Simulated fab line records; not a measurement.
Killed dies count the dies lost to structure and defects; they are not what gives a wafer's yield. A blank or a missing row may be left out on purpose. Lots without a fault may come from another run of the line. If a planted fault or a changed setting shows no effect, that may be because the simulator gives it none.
fab line records    flow nand-harc
record: lots: 5  wafers: 15  last-day: 33
route steps=1302 shown A_WL_FILL@965 A_CONTACT@983 END@1302
lots untouched by any fault: they come from a run of this same line in which no faults occurred
start-h: the number of hours between the record's first day and the start of the first shown wafer of the lot    wait-h: hours since the lot's step before    " same as the row above    L1.1+2: a row that stands for several wafers    - either no value or no given start    * or withheld: withheld    < > ~ a bound
route shown NAME@n: a module of which the file shows steps, and the number in the route of the first    usual: mean and standard deviation over wafers with no fault    same: alike in all rows    chamber/n: place in a boat    sites: readings site by site    _std_site: the standard deviation of these    _edge_site: the outer-site mean with the inner-site mean subtracted    radius-mm: for every site, how far away it sits from the centre of the wafer    mask NAME#n: copy n    behind: the last tool/chamber to shape the wafer    hold: the reason the lot was held/the length of the hold in hours/how it ended    device: which transistor (n, p or np) failed to switch    end of line: tests of these same wafers at the route's end    a step without rows: its recipe alone    killed: count of dies lost to structure and defects at first sort (not the wafer's yield)    map: a wafer's dies, x killed, . not, _ none there
set.NAME: the run value of the setting; set.NAME@STEP: its run value at that earlier step    model.NAME: the simulator's own value behind a step, which no gauge read
lots at some steps of the route; a table a step, a row a wafer
services: when a tool's chamber went out of use (start-h, in hours from the record's first day, below 0 if earlier), for how many hours, and the reason
== steps ==
step: NHARC_A_WL_FILL_ALD_10
recipe: target-thk-a: 500  pulse-time-s: 10  ald-cycles: 500  temp-c: 300  material: SiO2
step: NHARC_A_WL_FILL_ETCHBACK_16
recipe: target-depth-a: 1200  time-s: 24  c4f8-flow-sccm: withheld  o2-flow-sccm: 8  ar-flow-sccm: withheld  rf-w: 600  bias-w: 800  chemistry: C4F8/O2/Ar
usual: chamber-pressure-mTorr: 25.002/0.022  oes-product-au: 0.98/0.032  rf-vpp-V: 721/3.9
lot.wafer  tool         chamber  start-h  wait-h  chamber-pressure-mTorr  oes-product-au  rf-hours-counter-h  rf-vpp-V
L808.3     rie-diel-09  1        -        -       25.002                  0.96            3.7                 727
L808.5     "            2        "        "       24.994                  0.98            -                   719
L808.6     "            3        "        "       24.971                  0.96            -                   723
L812.1     rie-diel-09  3        -        -       24.999                  1.00            0.3                 723
L812.6     "            1        "        "       25.008                  1.00            -                   726
L812.5     "            2        "        "       24.984                  1.02            -                   717
L813.1     rie-diel-09  3        -        -       25.008                  0.95            1.0                 723
L813.4     "            1        "        "       25.005                  0.93            1.0                 727
L813.2     "            2        "        "       24.984                  0.94            1.0                 719
L820.1     rie-diel-11  0        -        -       24.997                  0.99            9.1                 717
L820.5     "            0        "        "       25.029                  0.98            -                   717
L820.6     "            1        "        "       25.018                  0.99            -                   723
L831.1     rie-diel-10  2        -        -       24.995                  0.98            2.5                 725
L831.5     "            1        "        "       25.004                  0.95            -                   719
L831.6     "            2        "        "       24.982                  0.98            -                   726
step: NHARC_A_WL_FILL_STRIP_29
recipe: time-s: 20  o2-flow-sccm: 500  ar-flow-sccm: 0  bias-w: 0  chemistry: O2
step: NHARC_A_WL_FILL_ETCHBACK_17
recipe: target-depth-a: 40  time-s: 26.7  chemistry: Cl2/BCl3
step: NHARC_A_WL_FILL_PRECLEAN_18
recipe: time-s: 30  chemistry: dHF
step: NHARC_A_WL_FILL_SRD_21
step: NHARC_A_WL_FILL_CVD_23
recipe: target-thk-a: 400  temp-c: 620  pressure-mtorr: 200  time-s: 800  material: poly-Si
step: NHARC_A_WL_FILL_ETCHBACK_26
recipe: target-depth-a: 520  time-s: 13.3  hbr-flow-sccm: 150  rf-w: 350  icp-w: 350  bias-w: 60  chemistry: HBr
step: NHARC_A_WL_FILL_PRECLEAN_30
recipe: time-s: 10  chemistry: dHF
step: NHARC_A_WL_FILL_SRD_14
step: NHARC_A_WL_FILL_ALD_19
recipe: target-thk-a: 20  pulse-time-s: 3  ald-cycles: 100  temp-c: 450  material: TiN
step: NHARC_A_WL_FILL_CVD_20
recipe: target-thk-a: 1000  temp-c: 400  pressure-torr: 40  wf6-flow-sccm: 40  h2-flow-sccm: 1600  ar-flow-sccm: 1560  time-s: 74  material: W
usual: heater-power-w: 788/70  mfc-h2-sccm: 1600/4.1  throttle-valve-pct: 8.10/0.16
lot.wafer  tool      chamber  start-h  wait-h  heater-power-w  mfc-h2-sccm  throttle-valve-pct
L808.3     cvd-w-01  1        485.20   -       742             1605         8.21
L808.6     "         0        "        "       897             1600         8.02
L808.5     "         1        "        "       729             1593         7.90
L812.1     cvd-w-01  0        514.93   -       850             1603         7.99
L812.5     "         1        "        "       737             1601         8.03
L812.6     "         0        "        "       877             1598         7.99
L813.2     cvd-w-02  0        537.89   -       879             1599         8.31
L813.1     "         1        "        "       721             1598         7.90
L813.4     "         1        "        "       681             1599         8.17
L820.1     cvd-w-01  1        609.01   -       774             1597         8.15
L820.6     "         0        "        "       812             1598         7.93
L820.5     "         1        "        "       738             1598         8.33
L831.1     cvd-w-01  1        715.59   -       768             1598         8.31
L831.5     "         0        "        "       805             1591         8.14
L831.6     "         1        "        "       738             1599         8.13
step: NHARC_A_WL_FILL_CMP_12
recipe: t-overpolish-s: 30  target-thk-nm: 100
usual: edge-zone-pressure-frac: 1.000/0.0049  motor-current-A: 11.7/1.2  overpolish-run-s: 29.998/0.0091  time-to-endpoint-s: 20/3.7
same: t-overpolish-s: 30
lot.wafer  tool    chamber  start-h  wait-h  edge-zone-pressure-frac  motor-current-A  overpolish-run-s  time-to-endpoint-s
L808.3     cmp-02  3        485.39   0.2     1.008                    11.2             29.994            17
L808.6     "       0        "        "       1.003                    10.0             30.000            14
L808.5     "       1        "        "       1.012                    14.0             29.989            19
L812.1     cmp-02  3        515.13   0.2     1.008                    11.4             29.990            20
L812.6     "       1        "        "       1.001                    13.3             30.001            19
L812.5     "       2        "        "       1.005                    10.8             30.014            24
L813.2     cmp-03  1        538.09   0.2     0.998                    11.5             29.999            24
L813.4     "       2        "        "       1.002                    12.1             30.001            13
L813.1     "       3        "        "       0.997                    10.6             30.005            22
L820.1     cmp-03  3        609.23   0.2     1.000                    10.3             30.010            23
L820.5     "       1        "        "       0.989                    11.3             30.012            24
L820.6     "       2        "        "       1.000                    11.7             30.006            13
L831.1     cmp-02  0        715.82   0.2     1.006                    10.6             29.998            20
L831.5     "       1        "        "       1.005                    14.1             30.000            24
L831.6     "       2        "        "       1.003                    10.7             29.996            25
step: NHARC_A_WL_FILL_SRD_31
step: NHARC_A_CONTACT_DEP_24
recipe: target-thk-a: 5000  temp-c: 400  pressure-torr: 6.5  rf-w: 900  teos-flow-sccm: 161.4  flow-sccm: 2650  target-thk-nm: 500  gas: O2  material: SiO2
step: NHARC_A_CONTACT_DEP_28
recipe: target-thk-a: 70000  temp-c: 400  material: aC
usual: throttle-valve-pct: 35.001/0.0091
lot.wafer  tool        chamber  start-h  wait-h  throttle-valve-pct
L808.3     acl-dep-01  0        489.47   3.1     35.000
L808.5     "           0        490.87   4.5     35.017
L808.6     "           0        "        "       34.996
L812.1     acl-dep-01  0        517.76   1.6     34.983
L812.5     "           0        520.56   4.4     34.992
L812.6     "           0        "        "       35.019
L813.1     acl-dep-03  0        539.21   0.1     35.008
L813.2     "           0        "        "       35.000
L813.4     "           0        541.32   2.2     35.015
L820.1     acl-dep-03  0        610.68   0.4     34.996
L820.5     "           0        613.52   3.2     35.011
L820.6     "           0        "        "       34.996
L831.1     acl-dep-03  0        716.91   0.1     34.990
L831.5     "           0        719.72   2.9     35.004
L831.6     "           0        "        "       35.004
step: NHARC_A_CONTACT_DEP_29
recipe: target-thk-a: 1000  target-thk-nm: 100  temp-c: 400  pressure-torr: 3.5  flow-sccm: 200  rf-w: 350  material: SiON
step: NHARC_A_CONTACT_DEHYDRATE_32
recipe: temp-c: 150  time-s: 120
step: NHARC_A_CONTACT_HMDS_33
recipe: time-s: 30
step: NHARC_A_CONTACT_COAT_34
recipe: temp-c: 260  time-s: 75
step: NHARC_A_CONTACT_COAT_35
recipe: temp-c: 225  time-s: 65
step: NHARC_A_CONTACT_COAT_36
recipe: spin-rpm: 1500  resist-thk-nm: 90
step: NHARC_A_CONTACT_SOFTBAKE_37
recipe: temp-c: 105  time-s: 55
step: NHARC_A_CONTACT_EBR_38
step: NHARC_A_CONTACT_EXPOSE_39
recipe: na: 1.35  sigma-outer: 0.8  dose-mj: 58.79  mask-id: A_CC_3
step: NHARC_A_CONTACT_PEB_40
recipe: peb-temp-c: 100  peb-time-s: 65
step: NHARC_A_CONTACT_DEVELOP_41
recipe: develop-time-s: 35  dev-temp-c: 23
step: NHARC_A_CONTACT_CD_MEAS_42
recipe: target-cd-nm: 300  landing-energy-ev: 500
usual: cd-nm: 300.3/0.86
lot.wafer  tool       chamber  start-h  wait-h  cd-nm
L808.3     cd-sem-02  0        493.03   -       299.1
L808.5     "          0        "        "       299.7
L808.6     "          0        "        "       299.0
L812.1     cd-sem-01  0        522.57   -       300.9
L812.5     "          0        "        "       299.5
L812.6     "          0        "        "       298.7
L813.1     cd-sem-03  0        544.17   -       300.3
L813.2     "          0        "        "       300.8
L813.4     "          0        "        "       301.1
L820.1     cd-sem-03  0        615.68   -       300.3
L820.5     "          0        "        "       299.2
L820.6     "          0        "        "       299.7
L831.1     cd-sem-02  0        721.87   -       300.3
L831.5     "          0        "        "       299.4
L831.6     "          0        "        "       300.2
step: NHARC_A_CONTACT_OVL_MEAS_43
usual: overlay-x-nm: 0.4/0.96  overlay-y-nm: 0.0/0.78
lot.wafer  tool        chamber  start-h  wait-h  overlay-x-nm  overlay-y-nm
L808.3     overlay-02  -        493.11   -       0.0           -0.3
L808.5     "           -        "        "       -0.5          0.0
L808.6     "           -        "        "       0.0           -0.4
L812.1     overlay-01  -        522.66   -       2.0           -0.2
L812.5     "           -        "        "       2.0           0.0
L812.6     "           -        "        "       2.2           0.1
L813.1     overlay-01  -        544.26   -       0.1           1.0
L813.2     "           -        "        "       0.8           0.8
L813.4     "           -        "        "       0.0           1.1
L820.1     overlay-02  -        615.77   -       0.3           0.2
L820.5     "           -        "        "       -0.4          -0.5
L820.6     "           -        "        "       -0.1          -0.4
L831.1     overlay-01  -        721.95   -       -0.1          -1.4
L831.5     "           -        "        "       -0.4          -1.1
L831.6     "           -        "        "       -0.3          -0.9
step: NHARC_A_CONTACT_DESCUM_47
recipe: time-s: 3  o2-flow-sccm: 200  ar-flow-sccm: 0  bias-power-w: 0  chemistry: O2
step: NHARC_A_CONTACT_ETCH_48
recipe: target-depth-a: 390  over-etch-frac: 0.3  time-s: 65  ion-energy-ev: 80  cf4-flow-sccm: 150  ar-flow-sccm: 0  rf-w: 300  bias-w: 100  chemistry: CF4
usual: chamber-pressure-mTorr: 50.00/0.04  drypump-motor-current-A: 5.8/0.41  oes-product-au: 1.002/0.012  rf-vpp-V: 151.3/1.4  showerhead-plenum-p-Torr: 1.77/0.084  throttle-valve-pct: 13.283/0.0092
lot.wafer  tool         chamber  start-h  wait-h  chamber-pressure-mTorr  drypump-motor-current-A  oes-product-au  rf-hours-counter-h  rf-vpp-V  showerhead-plenum-p-Torr  throttle-valve-pct
L808.3     rie-diel-01  2        493.33   0.1     50.06                   5.9                      0.996           21                  151.7     1.71                      13.280
L808.5     "            3        "        "       49.97                   5.2                      0.998           -                   149.0     1.65                      13.289
L808.6     "            0        "        "       50.00                   6.3                      1.014           -                   151.4     1.82                      13.287
L812.1     rie-diel-01  1        523.04   0.1     50.08                   5.4                      0.985           30                  153.2     1.90                      13.276
L812.5     "            1        "        "       50.00                   5.4                      0.998           -                   153.5     1.90                      13.266
L812.6     "            2        "        "       49.97                   5.8                      0.981           -                   150.4     1.71                      13.294
L813.2     rie-diel-01  1        544.44   0.1     49.98                   5.4                      0.986           34                  153.8     1.90                      13.273
L813.1     "            2        "        "       50.05                   5.9                      0.963           35                  150.5     1.71                      13.286
L813.4     "            3        "        "       49.99                   5.2                      0.990           34                  149.3     1.65                      13.282
L820.1     rie-diel-03  2        615.96   0.1     50.00                   6.1                      1.014           30                  153.3     1.90                      13.277
L820.5     "            2        "        "       50.06                   6.1                      1.017           -                   153.0     1.90                      13.293
L820.6     "            3        "        "       49.97                   5.8                      1.013           -                   152.1     1.80                      13.282
L831.1     rie-diel-03  1        722.14   0.1     50.00                   5.9                      0.991           5                   152.2     1.84                      13.278
L831.6     "            1        "        "       49.98                   5.9                      0.996           -                   151.9     1.84                      13.273
L831.5     "            2        "        "       50.03                   6.1                      0.998           -                   152.3     1.89                      13.296
step: NHARC_A_CONTACT_ETCH_49
recipe: target-depth-a: 2600  over-etch-frac: 0.3  time-s: 475.3  ion-energy-ev: 200  n2-flow-sccm: 150  h2-flow-sccm: 150  ar-flow-sccm: 0  rf-w: 400  bias-w: 150  chemistry: N2/H2
step: NHARC_A_CONTACT_ETCH_50
recipe: target-depth-a: 1210  time-s: 60.5  cf4-flow-sccm: 100  chf3-flow-sccm: 30  ar-flow-sccm: 0  rf-w: 500  bias-w: 200  chemistry: CF4/CHF3
step: NHARC_A_CONTACT_ETCH_51
recipe: target-depth-a: 70000  over-etch-frac: 0.3  time-s: 1820  ion-energy-ev: 150  o2-flow-sccm: 400  cos-flow-sccm: 20  ar-flow-sccm: 0  rf-w: 500  bias-w: 300  chemistry: O2/COS
usual: chamber-pressure-mTorr: 20.002/0.018  drypump-motor-current-A: 5.8/0.4  oes-product-au: 1.004/0.013  rf-vpp-V: 314.2/2.4  showerhead-plenum-p-Torr: 3.13/0.15  throttle-valve-pct: 28.331/0.0095
lot.wafer  tool         chamber  start-h  wait-h  chamber-pressure-mTorr  drypump-motor-current-A  oes-product-au  rf-hours-counter-h  rf-vpp-V  showerhead-plenum-p-Torr  throttle-valve-pct
L808.3     rie-diel-01  0        -        -       19.986                  6.3                      1.024           19                  315.6     3.22                      28.340
L808.6     "            1        "        "       20.000                  5.5                      0.991           -                   317.2     3.36                      28.338
L808.5     "            2        "        "       19.992                  5.9                      0.997           -                   311.7     3.02                      28.334
L812.1     rie-diel-01  2        -        -       20.022                  5.9                      0.981           31                  312.8     3.02                      28.325
L812.6     "            3        "        "       19.990                  5.2                      0.999           -                   310.9     2.91                      28.345
L812.5     "            0        "        "       20.008                  6.3                      1.001           -                   317.5     3.21                      28.336
L813.4     rie-diel-01  2        -        -       20.001                  5.9                      0.980           35                  313.0     3.01                      28.331
L813.2     "            3        "        "       20.003                  5.2                      0.994           34                  309.6     2.90                      28.328
L813.1     "            1        "        "       20.021                  5.5                      0.989           34                  319.0     3.36                      28.333
L820.1     rie-diel-03  3        -        -       20.019                  5.8                      1.007           29                  314.8     3.17                      28.337
L820.5     "            0        "        "       19.992                  5.9                      1.012           -                   314.1     3.06                      28.333
L820.6     "            1        "        "       19.995                  5.9                      0.999           -                   316.7     3.26                      28.320
L831.1     rie-diel-03  3        -        -       20.021                  5.8                      1.008           5                   314.9     3.16                      28.342
L831.5     "            1        "        "       19.975                  6.0                      0.989           -                   314.9     3.25                      28.319
L831.6     "            2        "        "       19.955                  6.1                      0.999           -                   317.9     3.34                      28.348
step: NHARC_A_CONTACT_ETCH_111
recipe: source-w: withheld  pressure-mtorr: 20  bias-v: withheld  time-s: 140  target-depth-a: 7000  ar-flow-sccm: withheld  c4f8-flow-sccm: withheld  o2-flow-sccm: withheld  chemistry: C4F8/O2/Ar
step: NHARC_END_SORT_01
recipe: temp-c: 25
usual: killed-at-array: 55/22  killed-at-other: 0.9/1.2  killed-at-periphery: 3.6/2.3  killed-dies: 60/22  killed-open: 3.2/1.9  killed-short: 2.5/1.6
same: gross-dies: 677
lot.wafer  tool       chamber  start-h  wait-h  killed-at-array  killed-at-other  killed-at-periphery  killed-dies  killed-open  killed-short
L812.5     prober-02  0        592.49   3.7     135              1                2                    138          2            4
killed by level:class
L812.5 A_WL_FILL:unspecified=58 A_CHANNEL_HOLE_D2:chamber-film-flake=29 A_CHANNEL_HOLE_D1:chamber-film-flake=19 A_SLIT:chamber-film-flake=19 A_CONTACT:chamber-film-flake=3 A_STAIRCASE:chamber-film-flake=2 P_CONTACT:geometric-particle:short=1 A_ONON_D1:geometric-particle:short=1
map L812.5 (x killed, . not)
____________x____________
_________......._________
_______xx........._______
______xxx..........______
_____xxxxxx.xxx....._____
____xxxxxx.x..xxx....____
____xxxxx..xx.xxx.xx.____
___xxxxxxx..x.xxx..x..___
___xxxxxx...xxxxxx....___
__xxxxxxx...xxxxxxx..x.__
__xxxxxxx..xxxxxxxxxx..__
_.xxx...x..xx.xxxxxxx..._
_x.x.x.xx..xxxxxxxxx...._
_............x..x..x...._
_..........x...x.xx.x..._
_..........x.......x...._
...............x...x.....
.....................x...
.........................
.................xx......
.........................
_......................._
_........x.............._
_......................._
_......................._
_......................._
__.....................__
__.....................__
___.............x.....___
___...................___
____.................____
____.......x.........____
_____..............._____
______.............______
_______..........._______
_________......._________
____________.____________
map L820.6 (x killed, . not)
____________.____________
_________..x...._________
_______..........._______
______.............______
_____x.............._____
____.........x.......____
____.x...............____
___...............x.x.___
___.............x..x..___
__.......x.......x.x.x.__
__...............xxx...__
_..........x.....xxx...._
_............x.x.x.x.x.._
_...x..........x.x.x...._
_................x.x.x.x_
_................x......_
.........................
........................x
.........................
..............x..........
........x.....x..........
_......................._
_......................._
_......................._
_.............x........._
_.......x...x..........._
__..............x......__
__.x..............x....__
___x............x.x...___
___..x..........xx....___
____............xx...____
____x.x....x.........____
_____........xx....._____
______..x.....x....______
_______.x...x....._______
_________......._________
____________.____________
== services ==
tool         chamber  start-h  hours  kind
cmp-03       -        456.14   4.0    pm
cmp-02       -        471.82   0.6    repair
cmp-03       -        482.86   2.9    repair
acl-dep-03   -        483.09   13.0   pm
rie-diel-01  0        484.88   6.7    repair
cmp-02       -        497.07   1.1    repair
rie-diel-09  -        497.10   9.0    pm
rie-diel-03  -        515.03   9.0    pm
cmp-02       -        526.50   4.0    pm
rie-diel-09  1        544.25   19.4   repair
cvd-w-01     -        547.00   13.0   pm
cmp-02       -        550.25   0.6    repair
acl-dep-01   -        553.98   13.0   pm
rie-diel-01  -        557.95   9.0    pm
cmp-02       -        578.27   49.2   repair
rie-diel-09  2        594.16   12.0   repair
rie-diel-01  -        636.88   0.2    repair
rie-diel-01  1        656.12   5.1    repair
acl-dep-03   -        664.83   13.0   pm
rie-diel-09  -        674.10   9.0    pm
cmp-02       -        688.80   0.6    repair
rie-diel-03  -        692.03   9.0    pm
cvd-w-01     0        706.27   9.2    repair
rie-diel-09  0        712.94   4.1    repair
== key ==
first-sign: step: NHARC_END_SORT_01  reading: killed-at-array  direction: up  sigmas: 3.7  usual: 55  struck: 135
effect: step: NHARC_END_SORT_01  reading: killed-dies  direction: up  sigmas: 3.6  usual: 60  struck: 138
more-kills-born-at: NHARC_A_WL_FILL_CVD_20@cvd-w-01: 58
met-at NHARC_A_WL_FILL_CVD_20
struck-wafers L812.5
tester-left-out L812
onset-between 485.20 514.93
fault: kind: chamber-particle-source  tool: cvd-w-01  chamber: 1  onset-h: 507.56  steps: NHARC_A_WL_FILL_CVD_20  rate-per-visit-cm2: 1.9026  end-h: 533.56
tester-left-out: of these lots the tester's yield and bins aren't shown, on N5 and GAA mostly nor the transistor test; their killed dies are dies lost to structure and defects alone, not to doping, threshold or leakage, so they don't give the yield
